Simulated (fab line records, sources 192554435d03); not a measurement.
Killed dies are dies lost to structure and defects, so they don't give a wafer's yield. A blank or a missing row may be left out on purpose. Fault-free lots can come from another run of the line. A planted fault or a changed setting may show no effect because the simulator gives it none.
fab line records	flow n5_finfet
[record] lots = 9	wafers = 26	last_day = 16
route steps=1938 shown BEOL_M3@945 BEOL_M4@1111 PASSIVATION@1936
lots that met no fault: taken from a fault-free run of the same line
start_h: hours from the record's opening day to when the first of the lot's shown wafers began	wait_h: hours since the lot's step before	" the same as in the row above	L1.1+2: one row covering several wafers at once	- no value, or no start given	* or withheld: withheld	< > ~ a bound
route shown NAME@n: a module of which the file shows steps, and the number in the route of the first	usual: average and standard deviation across the fault-free wafers	same: alike in all rows	chamber/n: place in a boat	sites: per-site readings	_std_site: standard deviation of those values	_edge_site: mean of outer sites minus mean of inner sites	radius_mm: for every site, how far away it sits from the centre of the wafer	mask NAME#n: copy n	behind: the most recent tool/chamber to have shaped the wafer	hold: cause of the lot's hold/its duration in hours/its outcome	device: which transistor (n, p or np) failed to switch	end of line: tests run on the same wafers once the route is complete	for a step that has no rows: nothing shown but its recipe	killed: at the first sort, the dies lost to defects and structure; wafer yield is something else	map: per-die view of a wafer (x killed, . not killed, _ where there is no die)
set.NAME: the setting as run; set.NAME@STEP: as run at that earlier step	model.NAME: the simulator's own value behind a step, which no gauge read
the route's steps for a sample of lots (tables are steps, rows are wafers)
services: when a tool's chamber went out of use (start_h, in hours from the record's first day, below 0 if earlier), for how many hours, and the reason
[[steps]]
[step N5_BEOL_M3_OVL_MEAS_12]
[recipe] points_per_wafer = 522
[usual] M3_OVL = -0.3/0.77
lot.wafer	tool	chamber	start_h	wait_h	M3_OVL[nm]
L246.1	overlay-01	0	150.59	0.0	0.2
L246.3	"	0	"	"	0.8
L246.6	"	0	"	"	-1.4
L250.1	overlay-02	0	168.45	0.0	-0.3
L250.3	"	0	"	"	-0.8
L250.5	"	0	"	"	0.1
L252.1	overlay-01	0	179.94	0.0	-0.7
L252.4	"	0	"	"	-1.8
L252.6	"	0	"	"	-0.5
L255.1	overlay-01	0	196.40	0.0	-1.3
L255.2	"	0	"	"	0.1
L255.4	"	0	"	"	-0.3
L257.2	overlay-01	0	214.97	0.0	-0.6
L257.3	"	0	"	"	-2.2
L257.4	"	0	"	"	-0.1
L258.2	overlay-01	0	218.54	0.0	-0.3
L258.3	"	0	"	"	-0.9
L258.5	"	0	"	"	-0.2
L259.2	overlay-02	0	222.68	0.0	-0.3
L259.3	"	0	"	"	0.0
L259.6	"	0	"	"	-0.6
L260.1	overlay-01	0	237.36	0.0	0.3
L260.3	"	0	"	"	-0.7
L260.4	"	0	"	"	-0.8
L262.1	overlay-02	0	254.20	0.0	-1.2
L262.6	"	0	"	"	-0.2
[step N5_BEOL_M3_DESCUM_16]
[recipe] chemistry = O2	time_s = 7	source_power_w = 50	bias_power_w = 20	pressure_mtorr = 20	rf_frequency_hz = 2.712e+07	temp_c = 40	resist = CAR-EUV	o2_flow_sccm = 225
[usual] drypump_motor_current_A = 5.8/0.4	oes_product_au = 0.80/0.07	rf_vpp_V = 243.4/1.2	showerhead_plenum_p_Torr = 2.10/0.055	throttle_valve_pct = 20.36/0.26
lot.wafer	tool	chamber	start_h	wait_h	drypump_motor_current_A	oes_product_au	rf_hours_counter_h	rf_vpp_V	showerhead_plenum_p_Torr	throttle_valve_pct
L246.1	rie_diel-05	0	151.18	0.5	5.7	0.70	220	242.0	2.08	20.84
L246.3	"	2	"	"	5.0	0.93	16	244.3	2.14	19.84
L246.6	"	0	"	"	5.7	0.70	-	243.6	2.08	20.82
L250.1	rie_diel-05	2	168.74	0.2	5.0	0.90	21	245.2	2.14	19.86
L250.3	"	1	"	"	6.3	0.80	93	244.0	2.12	20.74
L250.5	"	3	"	"	5.4	0.74	-	241.2	2.09	20.91
L252.1	rie_diel-01	2	180.45	0.5	5.7	0.85	56	242.2	2.04	20.13
L252.4	"	0	"	"	5.6	0.77	-	243.8	2.10	20.43
L252.6	"	2	"	"	5.7	0.86	-	241.9	2.04	20.13
L255.1	rie_diel-01	1	196.77	0.3	5.8	0.84	82	243.8	2.12	20.40
L255.2	"	2	"	"	5.7	0.84	61	242.8	2.04	20.13
L255.4	"	3	"	"	5.2	1.00	3	244.1	2.14	20.08
L257.2	rie_diel-05	1	215.06	0.0	6.2	0.79	107	243.7	2.11	20.78
L257.3	"	2	"	"	5.0	0.89	34	243.5	2.14	19.87
L257.4	"	0	"	"	5.7	0.69	237	241.6	2.07	20.86
L258.2	rie_diel-03	0	218.63	0.0	6.2	0.78	134	242.2	2.01	20.15
L258.3	"	1	"	"	6.2	0.74	164	244.3	2.18	20.44
L258.5	"	1	"	"	6.2	0.74	-	244.6	2.18	20.41
L259.2	rie_diel-03	2	222.85	0.1	5.5	0.74	158	243.7	2.09	20.36
L259.3	"	0	"	"	6.2	0.78	136	241.4	2.01	20.15
L259.6	"	2	"	"	5.5	0.73	-	244.2	2.09	20.38
L260.1	rie_diel-01	3	237.45	0.0	5.1	0.96	13	243.6	2.13	20.08
L260.3	"	0	"	"	5.6	0.75	153	243.4	2.10	20.47
L260.4	"	1	"	"	5.7	0.83	94	244.1	2.12	20.44
L262.1	rie_diel-03	1	254.71	0.5	6.1	0.73	174	244.0	2.18	20.43
L262.6	"	1	"	"	6.1	0.72	-	244.6	2.18	20.43
[step N5_BEOL_M3_STRIP_66]
[recipe] chemistry = CF4	resist = SiARC	power_w = 300	bias_power_w = 75	pressure_mtorr = 50	cf4_flow_sccm = 150	rf_frequency_hz = 6e+07
[usual] cf4_flow_sccm = 150.0/0.45	drypump_motor_current_A = 5.8/0.39	oes_product_au = 0.79/0.065	rf_vpp_V = 271.3/1.3	showerhead_plenum_p_Torr = 1.80/0.041	throttle_valve_pct = 13.50/0.25
lot.wafer	tool	chamber	start_h	wait_h	cf4_flow_sccm	drypump_motor_current_A	oes_product_au	rf_hours_counter_h	rf_vpp_V	showerhead_plenum_p_Torr	throttle_valve_pct
L246.1	rie_diel-05	0	151.39	0.0	150.2	5.7	0.70	220	270.6	1.77	13.96
L246.3	"	2	"	"	149.4	5.0	0.90	16	272.3	1.83	12.95
L246.6	"	0	"	"	150.0	5.7	0.70	-	270.4	1.77	13.96
L250.1	rie_diel-05	2	168.94	0.0	149.4	5.0	0.89	21	272.8	1.83	12.95
L250.3	"	1	"	"	149.7	6.2	0.80	93	272.6	1.82	13.81
L250.5	"	3	"	"	149.2	5.4	0.74	-	271.0	1.80	14.09
L252.1	rie_diel-01	2	180.66	0.0	150.6	5.7	0.83	56	271.6	1.76	13.32
L252.4	"	0	"	"	150.1	5.6	0.76	-	272.6	1.79	13.53
L252.6	"	2	"	"	150.4	5.7	0.83	-	269.7	1.76	13.31
L255.1	rie_diel-01	1	196.98	0.0	149.7	5.8	0.83	82	271.1	1.82	13.47
L255.2	"	2	"	"	150.2	5.7	0.83	62	270.6	1.76	13.32
L255.4	"	3	"	"	150.0	5.2	0.98	3	272.7	1.83	13.17
L257.2	rie_diel-05	1	215.27	0.0	150.2	6.2	0.79	107	271.9	1.81	13.83
L257.3	"	2	"	"	148.9	5.0	0.86	34	272.0	1.82	12.99
L257.4	"	0	"	"	150.1	5.7	0.68	237	270.8	1.77	14.00
L258.2	rie_diel-03	0	218.83	0.0	150.1	6.2	0.77	134	271.5	1.73	13.39
L258.3	"	1	"	"	149.6	6.2	0.74	164	273.7	1.86	13.58
L258.5	"	1	"	"	150.1	6.1	0.73	-	273.1	1.86	13.59
L259.2	rie_diel-03	2	223.06	0.0	149.6	5.4	0.73	158	269.9	1.80	13.59
L259.3	"	0	"	"	149.9	6.2	0.77	136	269.6	1.73	13.40
L259.6	"	2	"	"	149.3	5.4	0.72	-	271.3	1.80	13.59
L260.1	rie_diel-01	3	237.65	0.0	150.2	5.1	0.94	13	272.8	1.83	13.19
L260.3	"	0	"	"	149.7	5.6	0.74	153	271.1	1.79	13.57
L260.4	"	1	"	"	149.7	5.7	0.81	94	272.7	1.81	13.50
L262.1	rie_diel-03	1	254.92	0.0	150.3	6.1	0.72	174	272.5	1.86	13.61
L262.6	"	1	"	"	150.6	6.1	0.73	-	271.9	1.86	13.62
[step N5_BEOL_M3_HM_OPEN_17]
[recipe] chemistry = Cl2/BCl3	target_depth_a = 200	overetch_a = 60	target = TiN	mask_material = SOC	ion_energy_ev = 150	pressure_mtorr = 10	icp_w = 1000	bias_w = 126	Cl2_flow_sccm = 53.25	bcl3_flow_sccm = 21.75	Ar_flow_sccm = 25
[usual] drypump_motor_current_A = 5.99/0.23	oes_product_au = 0.65/0.1	throttle_valve_pct = 22.26/0.22
lot.wafer	tool	chamber	start_h	wait_h	drypump_motor_current_A	oes_product_au	rf_hours_counter_h	throttle_valve_pct
L246.1	rie_metal-01	0	151.43	0.0	6.39	0.67	34	22.19
L246.3	"	0	"	"	6.39	0.67	-	22.19
L246.6	"	0	"	"	6.39	0.66	-	22.21
L250.1	rie_metal-01	1	168.99	0.0	5.72	0.55	95	22.13
L250.3	"	0	"	"	6.40	0.67	-	22.18
L250.5	"	0	"	"	6.40	0.67	-	22.20
L252.1	rie_metal-03	1	180.70	0.0	6.13	0.72	22	22.00
L252.4	"	0	"	"	5.78	0.52	-	22.70
L252.6	"	1	"	"	6.14	0.72	-	22.02
L255.1	rie_metal-03	0	197.03	0.0	5.76	0.51	128	22.71
L255.2	"	1	"	"	6.10	0.71	23	22.00
L255.4	"	1	"	"	6.10	0.71	-	22.00
L257.2	rie_metal-02	0	215.31	0.0	6.10	0.52	134	22.64
L257.3	"	0	"	"	6.11	0.53	-	22.64
L257.4	"	1	"	"	5.82	0.63	-	22.19
L258.2	rie_metal-03	1	218.90	0.1	6.10	0.71	-	22.04
L258.3	"	1	"	"	6.13	0.70	-	22.01
L258.5	"	1	"	"	6.13	0.70	-	22.02
L259.2	rie_metal-01	1	223.10	0.0	5.74	0.54	101	22.15
L259.3	"	0	"	"	6.38	0.65	-	22.21
L259.6	"	1	"	"	5.73	0.54	-	22.15
L260.1	rie_metal-03	0	237.70	0.0	5.78	0.85	0	22.36
L260.3	"	0	"	"	5.77	0.86	-	22.36
L260.4	"	1	"	"	6.13	0.69	-	22.04
L262.1	rie_metal-03	1	254.96	0.0	6.12	0.70	30	22.03
L262.6	"	0	"	"	5.77	0.83	-	22.36
[step N5_BEOL_M3_CD_MEAS_18]
[recipe] pitch_nm = 36	target_cd_nm = 18
[usual] cd_nm = 18.0/0.33
lot.wafer	tool	chamber	start_h	wait_h	cd_nm
L246.1	cd_sem-01	-	151.61	0.0	18.3
L246.3	"	-	"	"	18.1
L246.6	"	-	"	"	17.6
L250.1	cd_sem-02	-	169.21	0.0	18.3
L250.3	"	-	"	"	17.6
L250.5	"	-	"	"	18.2
L252.1	cd_sem-02	-	180.92	0.1	17.6
L252.4	"	-	"	"	17.7
L252.6	"	-	"	"	17.4
L255.1	cd_sem-02	-	197.39	0.0	17.5
L255.2	"	-	"	"	18.1
L255.4	"	-	"	"	18.3
L257.2	cd_sem-03	-	215.53	0.1	17.6
L257.3	"	-	"	"	17.7
L257.4	"	-	"	"	17.9
L258.2	cd_sem-01	-	219.15	0.1	18.1
L258.3	"	-	"	"	18.1
L258.5	"	-	"	"	18.4
L259.2	cd_sem-01	-	223.28	0.1	18.5
L259.3	"	-	"	"	18.5
L259.6	"	-	"	"	18.7
L260.1	cd_sem-02	-	237.88	0.0	18.5
L260.3	"	-	"	"	18.0
L260.4	"	-	"	"	18.1
L262.1	cd_sem-01	-	255.14	0.0	19.2
L262.6	"	-	"	"	17.9
[step N5_BEOL_M4_RC_MEAS_101]
[usual] DIBL_N = 36.4/1.4	DIBL_P = 36.3/1.5	IOFF_N = 0.162/0.023	IOFF_P = 0.211/0.027	ION_N = 676/9.7	ION_P = 463/6.4	SS_N = 71.5/0.5	SS_P = 73.3/0.6	VT_N = 249.3/2.5	VT_P = -249.9/2.8
lot.wafer	tool	chamber	start_h	wait_h	DIBL_N[mV/V]	DIBL_P[mV/V]	IOFF_N[nA/um]	IOFF_P[nA/um]	ION_N[uA/um]	ION_P[uA/um]	SS_N[mV/dec]	SS_P[mV/dec]	VT_N[mV]	VT_P[mV]
L246.1	prober-02	0	171.00	0.0	38.5	37.2	0.193	0.238	675	461	72.4	73.6	249.0	-247.1
L246.3	"	0	"	"	37.3	36.1	0.166	0.221	675	467	71.7	73.4	249.5	-250.3
L246.6	"	0	"	"	37.8	36.4	0.186	0.228	676	459	72.4	74.0	248.0	-248.3
L250.1	prober-01	0	184.04	0.0	35.9	37.0	0.152	0.193	684	469	71.6	73.0	251.4	-254.5
L250.3	"	0	"	"	39.0	40.1	0.200	0.232	688	461	72.1	74.7	246.1	-250.3
L250.5	"	0	"	"	37.4	38.5	0.177	0.216	687	460	71.7	73.4	248.7	-253.0
L252.1	prober-02	0	197.01	0.0	35.4	36.3	0.174	0.253	677	470	71.4	73.0	247.8	-245.6
L252.4	"	0	"	"	36.2	37.1	0.183	0.274	678	472	71.1	73.0	246.7	-242.0
L252.6	"	0	"	"	33.2	33.3	0.131	0.208	675	471	71.1	72.1	250.9	-245.3
L255.1	prober-02	0	226.78	0.0	35.5	36.8	0.164	0.225	658	457	71.6	72.9	248.2	-250.1
L255.2	"	0	"	"	34.9	34.7	0.145	0.190	661	456	71.4	72.5	249.2	-251.2
L255.4	"	0	"	"	36.8	38.0	0.188	0.240	677	466	72.1	72.9	245.8	-249.5
L257.2	prober-01	0	236.50	0.2	35.7	34.9	0.142	0.204	672	468	71.3	72.5	249.4	-246.3
L257.3	"	0	"	"	36.9	36.0	0.154	0.207	660	459	71.2	73.3	246.6	-248.5
L257.4	"	0	"	"	37.6	35.8	0.162	0.207	661	452	72.1	72.9	251.6	-247.9
L258.2	prober-02	0	237.07	0.2	37.0	36.7	0.177	0.185	682	456	71.9	73.0	247.8	-255.2
L258.3	"	0	"	"	37.2	38.1	0.190	0.202	687	458	71.6	74.1	247.5	-252.1
L258.5	"	0	"	"	37.8	37.9	0.192	0.205	686	459	71.6	73.4	244.2	-253.5
L259.2	prober-02	0	241.10	0.2	38.3	37.4	0.166	0.247	669	462	71.2	73.4	248.3	-245.2
L259.3	"	0	"	"	36.5	35.2	0.143	0.202	679	467	71.3	73.2	247.4	-248.1
L259.6	"	0	"	"	37.7	36.0	0.160	0.222	670	455	71.3	72.9	249.1	-247.1
L260.1	prober-01	0	258.34	0.0	34.3	35.4	0.136	0.184	668	454	71.1	73.6	251.5	-252.0
L260.3	"	0	"	"	34.6	35.9	0.147	0.193	677	472	70.8	74.0	252.0	-252.7
L260.4	"	0	"	"	35.2	36.9	0.150	0.198	685	471	72.1	73.9	250.6	-252.0
L262.1	prober-02	0	271.91	0.0	38.6	38.0	0.176	0.249	680	474	71.5	73.5	247.9	-247.0
L262.6	"	0	"	"	36.7	36.1	0.150	0.213	676	467	72.1	72.8	248.3	-247.7
[step N5_PASSIVATION_PROBE_49]
[usual] defect_limited_yield = 91.3/1.3	killed_at_M0_to_M3 = 33/8.9	killed_at_M4_up = 15/5.4	killed_at_contacts = 13/5.8	killed_at_front_end = 39/9.9	killed_at_other = 3.2/2.9	killed_dies = 102/15	killed_on_rim = 13/3.7	killed_open = 68/12	killed_short = 34/7.6	sort_bin_5_function = 5.1/0.89	sort_bin_6_memory = 3.2/0.63	sort_n_pass = 1078/15	sort_yield_pct = 91.3/1.3
[same] gross_dies = 1180	killed_at_back_side = 0	sort_bin_4_leakage[%] = 0	sort_bin_8_speed[%] = 0
lot.wafer	tool	chamber	start_h	wait_h	defect_limited_yield[%]	killed_at_M0_to_M3	killed_at_M4_up	killed_at_contacts	killed_at_front_end	killed_at_other	killed_dies	killed_on_rim	killed_open	killed_short	sort_bin_5_function[%]	sort_bin_6_memory[%]	sort_n_pass	sort_yield_pct[%]
L250.1	prober-02	-	294.38	0.0	93.8	19	12	13	29	0	73	10	48	25	3.0	2.9	1107	93.8
L250.3	prober-02	-	294.48	0.1	91.4	37	12	12	40	1	102	14	67	35	4.9	3.4	1078	91.4
L250.5	prober-02	-	294.58	0.2	90.7	33	22	7	47	1	110	14	68	42	5.7	3.0	1070	90.7
L252.1	prober-02	-	306.13	0.0	92.7	34	11	6	32	3	86	13	49	37	4.0	2.9	1094	92.7
L252.4	prober-02	-	306.28	0.2	92.3	22	16	9	39	5	91	15	61	29	4.4	3.1	1089	92.3
L252.6	prober-02	-	306.38	0.3	92.3	17	17	19	37	1	91	12	65	24	4.3	3.3	1089	92.3
L255.1	prober-01	-	331.56	0.0	89.7	31	14	13	59	5	122	16	86	36	6.7	3.1	1058	89.7
L255.4	prober-01	-	331.71	0.2	90.2	39	18	13	45	1	116	13	82	34	5.5	4.1	1064	90.2
L260.1	prober-02	-	357.20	0.0	90.3	36	15	10	44	10	115	14	78	37	4.6	4.9	1065	90.3
L260.3	prober-02	-	357.30	0.1	91.6	26	28	7	32	6	99	19	61	38	4.7	3.4	1081	91.6
L260.4	prober-02	-	357.35	0.2	91.3	33	19	15	29	7	103	8	63	39	4.7	3.3	1077	91.3
// killed by level:class
L250.1 MOL_CONTACT_COAG:geometric_particle:open=11 FIN_SAQP:geometric_particle:short=5 BEOL_M0_SAQP:geometric_particle:open=5 BEOL_M0_SAQP:geometric_particle:short=5 STARTING-WAFER:geometric_particle:open=5 FIN_SAQP:geometric_particle:open=4 STI_FIN_REVEAL:geometric_particle:open=4 BEOL_M2:geometric_particle:open=4
L250.3 BEOL_M0_SAQP:geometric_particle:short=17 BEOL_M0_SAQP:geometric_particle:open=12 MOL_CONTACT_COAG:geometric_particle:open=10 STI_FIN_REVEAL:geometric_particle:open=9 FIN_SAQP:geometric_particle:short=6 FIN_SAQP:geometric_particle:open=5 ILD0:geometric_particle:open=4 BEOL_M2:geometric_particle:open=4
L250.5 FIN_SAQP:geometric_particle:open=13 FIN_SAQP:geometric_particle:short=12 BEOL_M4:geometric_particle:open=12 BEOL_M0_SAQP:geometric_particle:open=10 BEOL_M2:geometric_particle:open=10 BEOL_M0_SAQP:geometric_particle:short=9 STI_FIN_REVEAL:geometric_particle:open=5 MOL_CONTACT_COAG:geometric_particle:open=5
L252.1 BEOL_M3:geometric_particle:open=8 FIN_SAQP:geometric_particle:short=6 STI_FIN_REVEAL:geometric_particle:open=6 BEOL_M0_SAQP:geometric_particle:open=6 BEOL_M1:geometric_particle:short=5 STARTING-WAFER:geometric_particle:short=5 GATE_CUT:geometric_particle:short=4 BEOL_M1:geometric_particle:open=4
L252.4 STI_FIN_REVEAL:geometric_particle:open=15 BEOL_M4:geometric_particle:open=9 FIN_SAQP:geometric_particle:short=8 MOL_CONTACT_COAG:geometric_particle:open=6 DUMMY_GATE:geometric_particle:open=4 BEOL_M1:geometric_particle:open=4 BEOL_M2:geometric_particle:open=4 MOL_CONTACT_COAG:geometric_particle:short=3
L252.6 MOL_CONTACT_COAG:geometric_particle:open=16 STI_FIN_REVEAL:geometric_particle:open=9 BEOL_M4:geometric_particle:open=7 FIN_SAQP:geometric_particle:open=6 BEOL_M3:geometric_particle:open=5 BEOL_M8:geometric_particle:open=4 FIN_SAQP:geometric_particle:short=3 STI_FIN_REVEAL:geometric_particle:short=3
L255.1 STI_FIN_REVEAL:geometric_particle:open=15 MOL_CONTACT_COAG:geometric_particle:open=11 FIN_SAQP:geometric_particle:short=10 FIN_SAQP:geometric_particle:open=9 DUMMY_GATE:geometric_particle:open=9 BEOL_M2:geometric_particle:open=8 BEOL_M4:geometric_particle:open=8 BEOL_M3:geometric_particle:open=5
L255.4 BEOL_M3:geometric_particle:open=13 STI_FIN_REVEAL:geometric_particle:open=9 FIN_SAQP:geometric_particle:short=8 MOL_CONTACT_COAG:geometric_particle:open=8 BEOL_M4:geometric_particle:open=8 FIN_SAQP:geometric_particle:open=6 GATE_CUT:geometric_particle:short=5 MOL_CONTACT_COAG:geometric_particle:short=5
L260.1 FIN_SAQP:geometric_particle:open=17 FIN_SAQP:geometric_particle:short=10 MOL_CONTACT_COAG:geometric_particle:open=9 BEOL_M4:geometric_particle:open=9 BEOL_M1:geometric_particle:open=8 BEOL_M2:geometric_particle:open=8 BEOL_M0_SAQP:geometric_particle:short=6 MIM_TOP_ETCH:geometric_particle:open=6
L260.3 BEOL_M4:geometric_particle:open=14 FIN_SAQP:geometric_particle:short=8 MOL_CONTACT_COAG:geometric_particle:open=7 BEOL_M0_SAQP:geometric_particle:open=6 FIN_SAQP:geometric_particle:open=5 DUMMY_GATE:geometric_particle:short=5 BEOL_M7:geometric_particle:open=5 STARTING-WAFER:geometric_particle:short=5
L260.4 MOL_CONTACT_COAG:geometric_particle:open=11 BEOL_M0_SAQP:geometric_particle:open=11 BEOL_M1:geometric_particle:open=8 BEOL_M4:geometric_particle:open=8 FIN_SAQP:geometric_particle:open=6 FIN_SAQP:geometric_particle:short=6 BEOL_M0_SAQP:geometric_particle:short=6 GATE_CUT:geometric_particle:short=6
[[services]]
tool	chamber	start_h	hours	kind
rie_metal-02	1	143.60	13.3	repair
rie_diel-01	3	177.08	-	clean
rie_diel-01	3	177.08	-	consumable_replace:focus_ring
rie_diel-01	3	177.08	12.5	scheduled_down
rie_diel-01	3	177.08	12.5	vent_cycle
rie_metal-02	1	182.26	13.6	repair
rie_metal-03	0	201.58	16.2	repair
rie_metal-03	0	217.91	-	clean
rie_metal-03	0	217.91	17.4	scheduled_down
rie_metal-03	0	217.91	17.4	vent_cycle
rie_metal-02	0	218.93	-	clean
rie_metal-02	0	218.93	18.7	scheduled_down
rie_metal-02	0	218.93	18.7	vent_cycle
rie_diel-01	-	232.90	2.8	pm
rie_diel-03	2	248.66	32.5	repair
[[key]]
[first_sign] step = N5_BEOL_M3_CD_MEAS_18	reading = cd_nm	direction = up	sigmas = 3.6	usual = 18.0	struck = 19.2
effect none on later readings
met_at N5_BEOL_M3_HM_OPEN_17
struck_lots L262
struck_wafers L262.1
not_acting_at N5_BEOL_M3_OVL_MEAS_12,N5_BEOL_M3_DESCUM_16,N5_BEOL_M3_STRIP_66
onset_between 237.70 254.96
[fault] kind = process_parameter_drift	tool = rie_metal-03	chamber = -	onset_h = 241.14	steps = N5_BEOL_M3_HM_OPEN_17	channel = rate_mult	offset = 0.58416	shape = step	end_h = 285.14	scope = struck_wafers_only
